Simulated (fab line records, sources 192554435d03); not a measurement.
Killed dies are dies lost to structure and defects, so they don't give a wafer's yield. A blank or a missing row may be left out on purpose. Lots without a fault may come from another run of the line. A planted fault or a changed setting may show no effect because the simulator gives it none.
fab line records | flow n5_finfet
record lots=7 wafers=21
route steps=1938 shown BEOL_M11@1554 BEOL_M13@1696 BEOL_M14@1770 TV_OPEN@1888 PASSIVATION@1921
start_h: hours from the record's first day to the start of the lot's first wafer shown | wait_h: hours since the lot's step before | " the same as in the row above | L1.1+2: a row that stands for several wafers | - no value, or no start given | * or withheld: withheld | < > ~ a bound
route shown NAME@n: a module of which the file shows steps, and the number in the route of the first | usual: mean/standard deviation of fault-free wafers | same: alike in all rows | chamber/n: place in a boat | sites: the reading at each site | _std_site: their standard deviation | _edge_site: outer sites' mean less inner sites' | radius_mm: how far each site lies from the wafer's centre | mask NAME#n: copy n | behind: the tool/chamber that last shaped the wafer | hold: why the lot was held/for how many hours/how that ended | device: the transistor (n, p or np) that didn't switch | end of line: the same wafers' tests at the end of the route | a step without rows: its recipe alone | killed: dies lost to structure and defects at the first sort, not the wafer's yield | map: a wafer's dies, x killed, . not, _ none there
set.NAME: the setting as run; set.NAME@STEP: as run at that earlier step | model.NAME: the simulator's own value behind a step, which no gauge read
lots whose settings were changed on purpose; a table a step, a row a wafer
## steps
# step N5_BEOL_M11_ETCH_62
# recipe chemistry=N2/H2 target=SOC target_depth_a=1100 overetch_a=220 mask_material=SiARC temp_c=40 time_s=165 ion_energy_ev=200 pressure_mtorr=30 source_w=840 bias_w=150 n2_flow_sccm=200 h2_flow_sccm=200
# columns lot.wafer tool chamber start_h wait_h set.time_s model.SiARC_of_BEOL_M11_COAT_60.thk_nm
L075.3 rie_diel-06 1 225.92 0.0 165 23.4
L075.4 " 3 " " 197 22
L075.6 " 2 " " 165 23.6
L076.3+5 rie_diel-06 2 239.69 0.0 165 23.8
L076.6 " 3 " " 165 23.4
L080.1+2+3 rie_diel-02 1,3,2 254.96 0.0 165 23.8
L081.1 rie_diel-06 3 257.56 0.0 165 23.6
L081.2 " 2 " " 165 23.8
L081.4 " 1 " " 165 23.4
L083.2+5 rie_diel-01 3,1 283.58 0.0 165 23.6
L083.6 " 2 " " 165 23.4
L085.4 rie_diel-02 1 287.33 0.1 165 23.6
L085.5 " 2 " " 134.9 24.6
L085.6 " 3 " " 165 23.8
L092.2+6 rie_diel-02 1,2 344.96 0.0 190.8 22.6
L092.5 " 1 " " 165 23.6
# step N5_BEOL_M11_STRIP_68
# recipe chemistry=N2/H2 temp_c=40 n2_flow_sccm=200 h2_flow_sccm=200 rf_frequency_hz=6e+07
# step N5_BEOL_M11_STRIP_67
# recipe chemistry=CF4 resist=SiARC power_w=300 bias_power_w=75 pressure_mtorr=50 cf4_flow_sccm=150 rf_frequency_hz=6e+07
# step N5_BEOL_M11_HM_OPEN_17
# recipe chemistry=Cl2/BCl3 target_depth_a=200 overetch_a=60 target=TiN mask_material=SOC ion_energy_ev=150 pressure_mtorr=10 icp_w=1000 bias_w=126 Cl2_flow_sccm=53.25 bcl3_flow_sccm=21.75 Ar_flow_sccm=25
# columns lot.wafer tool chamber start_h wait_h set.time_s@BEOL_M11_ETCH_62 model.etch.depth_nm
L075.3 rie_metal-02 0 226.17 0.1 165 19.78
L075.4 " 0 " " 197 16.68
L075.6 " 0 " " 165 20.09
L076.3 rie_metal-03 0 239.90 0.1 165 19.8
L076.5 " 1 " " 165 19.7
L076.6 " 0 " " 165 19.9
L080.1 rie_metal-03 0 255.14 0.0 165 19.83
L080.2 " 1 " " 165 19.79
L080.3 " 0 " " 165 20.08
L081.1 rie_metal-01 0 257.75 0.0 165 20.42
L081.2 " 1 " " 165 20.35
L081.4 " 0 " " 165 20.44
L083.2 rie_metal-03 0 283.77 0.0 165 19.6
L083.5 " 0 " " 165 19.34
L083.6 " 1 " " 165 19.76
L085.4 rie_metal-02 1 287.48 0.1 165 20.77
L085.5 " 1 " " 134.9 20.67
L085.6 " 0 " " 165 20.48
L092.2 rie_metal-03 0 345.15 0.0 190.8 17.34
L092.5 " 0 " " 165 20.08
L092.6 " 1 " " 190.8 17.54
# step N5_BEOL_M13_TRENCH_ETCH_34
# recipe chemistry=C4F8/O2/Ar target=SiOC target_depth_a=4134.7 mask_material=SOC pressure_mtorr=30 source_w=3000 bias_w=700 Ar_flow_sccm=400 C4F8_flow_sccm=15 O2_flow_sccm=8 he_inner_torr=15 he_outer_torr=30 time_s=162.6 ion_energy_ev=250
# columns lot.wafer tool chamber start_h wait_h set.time_s model.etch.depth_nm
L075.3 rie_diel-01 3 239.46 0.0 162.6 419.8
L075.4 " 2 " " 162.6 417.6
L075.6 " 0 " " 128.3 325.7
L076.3 rie_diel-01 1 252.47 0.0 162.6 408.4
L076.5 " 1 " " 162.6 407.4
L076.6 " 0 " " 162.6 412.6
L080.1 rie_diel-02 3 272.55 0.0 130.1 328.1
L080.2 " 0 " " 130.1 329.1
L080.3 " 2 " " 162.6 417.8
L081.1 rie_diel-02 1 273.34 0.0 162.6 423.1
L081.2 " 2 " " 162.6 425.5
L081.4 " 3 " " 162.6 415.4
L083.2 rie_diel-01 0 296.55 0.0 162.6 413.1
L083.5 " 0 " " 153.2 386.7
L083.6 " 3 " " 153.2 392.7
L085.4 rie_diel-06 1 302.53 0.0 162.6 410.1
L085.5 " 3 " " 162.6 409.8
L085.6 " 0 " " 162.6 412.8
L092.2 rie_diel-02 1 356.81 0.0 138.4 353.4
L092.5 " 1 " " 138.4 353.9
L092.6 " 2 " " 162.6 419.3
# step N5_BEOL_M13_STRIP_70
# recipe chemistry=C4F8/O2/Ar resist=SiARC rf_frequency_hz=6e+07
# step N5_BEOL_M13_OCD_MEAS_35
# usual trench_depth_nm=414/4.6
# columns lot.wafer tool chamber start_h wait_h set.time_s@BEOL_M13_TRENCH_ETCH_34 trench_depth_nm
L075.3 ocd-01 - 239.64 0.0 162.6 420
L075.4 " - " " 162.6 418
L075.6 " - " " 128.3 326
L076.3 ocd-01 - 252.65 0.0 162.6 408
L076.5 " - " " 162.6 407
L076.6 " - " " 162.6 413
L080.1 ocd-01 - 272.72 0.0 130.1 328
L080.2 " - " " 130.1 329
L080.3 " - " " 162.6 418
L081.1 ocd-02 - 273.52 0.0 162.6 423
L081.2 " - " " 162.6 425
L081.4 " - " " 162.6 416
L083.2 ocd-01 - 296.72 0.0 162.6 413
L083.5 " - " " 153.2 387
L083.6 " - " " 153.2 393
L085.4 ocd-02 - 302.71 0.0 162.6 410
L085.5 " - " " 162.6 411
L085.6 " - " " 162.6 412
L092.2 ocd-02 - 356.99 0.0 138.4 353
L092.5 " - " " 138.4 354
L092.6 " - " " 162.6 420
# step N5_BEOL_M13_SPUTTER_43
# recipe material=TaN target_thk_a=150 temp_c=50 bias_v=168.6 power_w=15000 chamber_pressure_pa=0.12 time_s=24.19
# columns lot.wafer tool chamber start_h wait_h set.time_s model.TaN_of_BEOL_M13_SPUTTER_43.thk_nm
L075.3 pvd_sputter-02 - 242.01 0.0 22.29 13.6
L075.4 " - " " 24.19 15
L075.6 " - " " 22.29 13.8
L076.3+5 pvd_sputter-02 - 253.57 0.0 24.19 15
L076.6 " - " " 24.19 15.4
L080.1+2 pvd_sputter-01 - 273.36 0.0 24.19 14.8
L080.3 " - " " 24.19 15
L081.1 pvd_sputter-02 - 273.91 0.0 24.19 15.4
L081.2 " - " " 24.19 15.2
L081.4 " - " " 24.19 15
L083.2 pvd_sputter-02 - 299.94 0.0 24.19 15.2
L083.5+6 " - " " 24.19 14.8
L085.4 pvd_sputter-01 - 306.39 0.0 21.1 13
L085.5 " - " " 21.1 13.2
L085.6 " - " " 24.19 15
L092.2+6 pvd_sputter-03 - 357.72 0.0 24.19 15.2
L092.5 " - " " 21.04 13.2
# step N5_BEOL_M13_SPUTTER_44
# recipe material=Ta target_thk_a=100 temp_c=50 bias_v=80 power_w=15000 chamber_pressure_pa=0.07 time_s=16.13
# step N5_BEOL_M13_SPUTTER_45
# recipe material=Cu target_thk_a=800 temp_c=-20 bias_v=60 power_w=26000 chamber_pressure_pa=0.13 time_s=13.33
# step N5_BEOL_M13_ECD_47
# recipe material=Cu target_thk_a=9360
# step N5_BEOL_M13_ANNEAL_48
# recipe temp_c=225 time_s=90 ambient=N2
# step N5_BEOL_M13_CMP_49
# recipe stop_on=SiOC t_overpolish_s=17.1 down_force_psi=1 platen_rpm=50 clearing_platen_down_force_psi=1.5 clearing_platen_rpm=50 post_cmp_clean=cu_alkaline target_thk_nm=420 clearing_platen_pad_velocity_m_s=0.99484 pad_velocity_m_s=0.99484
# usual barrier_field_endpoint_s=30.3/0.68
# columns lot.wafer tool chamber start_h wait_h set.time_s@BEOL_M13_TRENCH_ETCH_34 set.time_s@BEOL_M13_SPUTTER_43 barrier_field_endpoint_s model.Cu_of_BEOL_M13_ECD_47.thk_nm
L075.3 cmp-04 2 242.79 0.2 162.6 22.29 29.0 425.4
L075.4 " 0 " " 162.6 24.19 30.2 421.4
L075.6 " 2 " " 128.3 22.29 28.1 332
L076.3 cmp-04 0 254.42 0.3 162.6 24.19 28.6 413.8
L076.5 " 0 " " 162.6 24.19 29.4 413.6
L076.6 " 1 " " 162.6 24.19 29.9 419.2
L080.1 cmp-03 1 274.84 0.3 130.1 24.19 30.5 334.8
L080.2 " 2 " " 130.1 24.19 30.3 336.2
L080.3 " 0 " " 162.6 24.19 30.6 424
L081.4 cmp-03 0 275.30 0.1 162.6 24.19 30.2 421.8
L081.1 " 1 " " 162.6 24.19 31.0 430.4
L081.2 " 3 " " 162.6 24.19 30.1 432
L083.2 cmp-03 2 300.73 0.3 162.6 24.19 30.9 420.2
L083.5 " 2 " " 153.2 24.19 31.2 394
L083.6 " 3 " " 153.2 24.19 30.6 399.6
L085.4 cmp-04 1 307.17 0.2 162.6 21.1 27.5 417.6
L085.6 " 0 " " 162.6 24.19 28.9 418.2
L085.5 " 1 " " 162.6 21.1 27.1 417.6
L092.2 cmp-02 2 358.53 0.3 138.4 24.19 30.0 358.6
L092.5 " 0 " " 138.4 21.04 27.4 361.6
L092.6 " 1 " " 162.6 24.19 30.7 425
# step N5_BEOL_M13_THK_MEAS_50
# recipe thk_meas_gauge=xrf reads=Cu_of_BEOL_M13_ECD_47
# usual M13_THK=423/5.5
# columns lot.wafer tool chamber start_h wait_h set.time_s@BEOL_M13_TRENCH_ETCH_34 M13_THK[nm]
L075.3 film_metro-02 - 243.04 - 162.6 426
L075.4 " - " " 162.6 424
L075.6 " - " " 128.3 334
L076.3 film_metro-02 - 254.71 - 162.6 417
L076.5 " - " " 162.6 416
L076.6 " - " " 162.6 424
L080.1 film_metro-01 - 275.13 - 130.1 336
L080.2 " - " " 130.1 338
L080.3 " - " " 162.6 427
L081.1 film_metro-02 - 275.60 - 162.6 434
L081.2 " - " " 162.6 436
L081.4 " - " " 162.6 427
L083.2 film_metro-02 - 301.03 - 162.6 429
L083.5 " - " " 153.2 402
L083.6 " - " " 153.2 408
L085.4 film_metro-01 - 307.43 - 162.6 428
L085.5 " - " " 162.6 428
L085.6 " - " " 162.6 428
L092.2 film_metro-01 - 358.75 - 138.4 359
L092.5 " - " " 138.4 362
L092.6 " - " " 162.6 426
# step N5_BEOL_M13_PRE_CLEAN_52
# recipe gas=NH3 time_s=15 temp_c=withheld rf_power_w=300
# step N5_BEOL_M13_DEP_53
# recipe material=SiCN target_thk_a=500 temp_c=withheld precursor=3MS/NH3 pressure_torr=3 rf_w=675 time_s=17.8
# step N5_BEOL_M13_RS_MEAS_54
# recipe thk_meas_gauge=four-point-probe reads=Cu_of_BEOL_M13_ECD_47+Ta_of_BEOL_M13_SPUTTER_44+TaN_of_BEOL_M13_SPUTTER_43
# usual M13_RS=0.0448/0.00052
# columns lot.wafer tool chamber start_h wait_h set.time_s@BEOL_M13_TRENCH_ETCH_34 M13_RS[ohm/sq]
L075.3 film_metro-02 - 243.17 0.1 162.6 0.0443
L075.4 " - " " 162.6 0.0448
L075.6 " - " " 128.3 0.0572
L076.3 film_metro-02 - 254.84 0.1 162.6 0.0456
L076.5 " - " " 162.6 0.0456
L076.6 " - " " 162.6 0.0450
L080.1 film_metro-01 - 275.26 0.0 130.1 0.0568
L080.2 " - " " 130.1 0.0564
L080.3 " - " " 162.6 0.0444
L081.1 film_metro-02 - 275.72 0.0 162.6 0.0438
L081.2 " - " " 162.6 0.0435
L081.4 " - " " 162.6 0.0447
L083.2 film_metro-02 - 301.19 0.1 162.6 0.0448
L083.5 " - " " 153.2 0.0480
L083.6 " - " " 153.2 0.0472
L085.4 film_metro-01 - 307.56 0.0 162.6 0.0450
L085.5 " - " " 162.6 0.0451
L085.6 " - " " 162.6 0.0449
L092.2 film_metro-02 - 358.88 0.1 138.4 0.0528
L092.5 " - " " 138.4 0.0523
L092.6 " - " " 162.6 0.0443
# step N5_BEOL_M14_DEP_53
# recipe material=SiCN target_thk_a=500 temp_c=withheld precursor=3MS/NH3 pressure_torr=3 rf_w=675 time_s=17.8
# columns lot.wafer tool chamber start_h wait_h set.time_s model.SiCN_of_BEOL_M14_DEP_53.thk_nm
L075.3+4 pecvd-01 2 249.04 0.0 17.8 49.6
L075.6 " 1 " " 17.8 50
L076.3 pecvd-02 1 258.99 0.0 17.8 49.8
L076.5 " 1 " " 16.46 47.2
L076.6 " 2 " " 16.46 46.2
L080.1 pecvd-02 1 280.34 0.0 17.8 49
L080.2 " 2 " " 19.18 53.4
L080.3 " 0 " " 19.18 53
L081.1 pecvd-02 0 283.87 0.0 17.8 49.2
L081.2 " 1 " " 17.8 49.4
L081.4 " 2 " " 17.8 49.8
L083.2 pecvd-01 1 310.86 0.0 17.8 49.8
L083.5 " 2 " " 17.8 50
L083.6 " 1 " " 17.07 48.6
L085.4 pecvd-01 1 317.12 0.0 16.86 48.8
L085.5 " 0 " " 17.8 51.2
L085.6 " 2 " " 17.8 51
L092.2 pecvd-01 1 366.41 0.0 15.18 42.8
L092.5 " 0 " " 17.8 51.2
L092.6 " 1 " " 17.8 50.2
# step N5_PASSIVATION_VIA_ETCH_13
# recipe chemistry=CHF3/O2 target=SiO2 target_depth_a=6600 CHF3_flow_sccm=50 O2_flow_sccm=5 Ar_flow_sccm=200 time_s=330 mask_material=PR pressure_mtorr=30 source_w=650 bias_w=170 ion_energy_ev=200 ends=cleared
# usual rf_vpp_V=523/7
# columns lot.wafer tool chamber start_h wait_h set.bias_w rf_vpp_V
L075.3 rie_diel-01 2 260.57 0.0 143.9 457
L075.4 " 0 " " 143.9 466
L075.6 " 2 " " 170 522
L076.3 rie_diel-01 3 271.90 0.0 170 524
L076.5 " 0 " " 170 532
L076.6 " 1 " " 180 536
L080.1 rie_diel-06 1 298.31 0.0 191.9 592
L080.2 " 0 " " 170 519
L080.3 " 3 " " 191.9 574
L081.1 rie_diel-06 1 298.90 0.0 170 537
L081.2 " 2 " " 170 522
L081.4 " 0 " " 170 518
L083.2 rie_diel-06 2 327.55 0.0 170 522
L083.5 " 0 " " 170 518
L083.6 " 3 " " 170 521
L085.4 rie_diel-02 2 335.87 0.1 198.8 589
L085.5 " 1 " " 170 518
L085.6 " 0 " " 170 517
L092.2 rie_diel-06 3 380.10 0.0 191.3 572
L092.5 " 2 " " 170 522
L092.6 " 3 " " 170 521
# step N5_PASSIVATION_EXPOSE_41
# recipe mask_id=PASS_OPEN na=0.55 defocus_nm=0 source_shape=conventional sigma_outer=0.8 polarization=unpolarized target_cd_nm=40000 dose_mj=57.25
# columns lot.wafer tool chamber start_h wait_h mask set.dose_mj
L075.3+4 krf_scanner-02 0 263.21 - PASS_OPEN#0 57.25
L075.6 " 0 " " PASS_OPEN#0 61.24
L076.3+5 krf_scanner-02 0 275.25 - PASS_OPEN#0 57.25
L076.6 " 0 " " PASS_OPEN#0 56.11
L080.1+2+3 krf_scanner-02 0 301.48 - PASS_OPEN#0 57.25
L081.1+2+4 krf_scanner-02 0 302.52 - PASS_OPEN#0 57.25
L083.2+5 krf_scanner-01 0 330.45 - PASS_OPEN#0 57.25
L083.6 " 0 " " PASS_OPEN#0 55.78
L085.4+6 krf_scanner-01 0 338.89 - PASS_OPEN#0 57.25
L085.5 " 0 " " PASS_OPEN#0 54.83
L092.2+6 krf_scanner-01 0 383.51 - PASS_OPEN#0 57.25
L092.5 " 0 " " PASS_OPEN#0 59.67
# step N5_PASSIVATION_PEB_42
# recipe peb_temp_c=withheld peb_time_s=*
# step N5_PASSIVATION_DEVELOP_43
# recipe develop_time_s=60 rinse_liquid=diw dry=air_spin dev_temp_c=21
# step N5_PASSIVATION_HARDBAKE_45
# recipe temp_c=130 time_s=120
# step N5_PASSIVATION_CD_MEAS_44
# recipe target_cd_nm=40000 landing_energy_ev=500 detector=se_inlens
# usual cd_nm=40000/2.8
# columns lot.wafer tool chamber start_h wait_h set.dose_mj@PASSIVATION_EXPOSE_41 cd_nm
L075.3 cd_sem-01 0 263.38 - 57.25 40004
L075.4 " 0 " " 57.25 40000
L075.6 " 0 " " 61.24 40019
L076.3 cd_sem-02 0 275.42 - 57.25 40005
L076.5 " 0 " " 57.25 40002
L076.6 " 0 " " 56.11 39994
L080.1 cd_sem-01 0 301.66 - 57.25 39999
L080.2 " 0 " " 57.25 39998
L080.3 " 0 " " 57.25 40002
L081.1 cd_sem-01 0 302.70 - 57.25 39997
L081.2 " 0 " " 57.25 39999
L081.4 " 0 " " 57.25 39997
L083.2 cd_sem-03 0 330.62 - 57.25 39999
L083.5 " 0 " " 57.25 40000
L083.6 " 0 " " 55.78 39988
L085.4 cd_sem-01 0 339.06 - 57.25 40002
L085.5 " 0 " " 54.83 39985
L085.6 " 0 " " 57.25 40002
L092.2 cd_sem-01 0 383.69 - 57.25 39997
L092.5 " 0 " " 59.67 40013
L092.6 " 0 " " 57.25 40001
## key
split step=N5_BEOL_M11_ETCH_62 setting=time_s stated=165 by=wafer
response step=N5_BEOL_M11_ETCH_62 reading=model.SiARC_of_BEOL_M11_COAT_60.thk_nm change=-0.0641 per=1% r=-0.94
response step=N5_BEOL_M11_HM_OPEN_17 reading=model.etch.depth_nm shape=bent at_lowest=20.67 at_stated=20.01 at_highest=16.68
split step=N5_BEOL_M13_TRENCH_ETCH_34 setting=time_s stated=162.6 by=wafer
response step=N5_BEOL_M13_TRENCH_ETCH_34 reading=model.etch.depth_nm change=+4.42 per=1% r=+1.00
response step=N5_BEOL_M13_OCD_MEAS_35 reading=trench_depth_nm change=+4.43 per=1% r=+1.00
response step=N5_BEOL_M13_CMP_49 reading=model.Cu_of_BEOL_M13_ECD_47.thk_nm change=+4.36 per=1% r=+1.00
response step=N5_BEOL_M13_THK_MEAS_50 reading=M13_THK change=+4.4 per=1% r=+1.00
response step=N5_BEOL_M13_RS_MEAS_54 reading=M13_RS change=-0.000591 per=1% r=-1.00
split step=N5_BEOL_M13_SPUTTER_43 setting=time_s stated=24.19 by=wafer
response step=N5_BEOL_M13_SPUTTER_43 reading=model.TaN_of_BEOL_M13_SPUTTER_43.thk_nm change=+0.153 per=1% r=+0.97
response step=N5_BEOL_M13_CMP_49 reading=barrier_field_endpoint_s change=+0.184 per=1% r=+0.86
split step=N5_BEOL_M14_DEP_53 setting=time_s stated=17.8 by=wafer
response step=N5_BEOL_M14_DEP_53 reading=model.SiCN_of_BEOL_M14_DEP_53.thk_nm change=+0.502 per=1% r=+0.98
split step=N5_PASSIVATION_VIA_ETCH_13 setting=bias_w stated=170 by=wafer
response step=N5_PASSIVATION_VIA_ETCH_13 reading=rf_vpp_V change=+4.13 per=1% r=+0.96
split step=N5_PASSIVATION_EXPOSE_41 setting=dose_mj stated=57.25 by=wafer
response step=N5_PASSIVATION_CD_MEAS_44 reading=cd_nm change=+3.19 per=1% r=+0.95
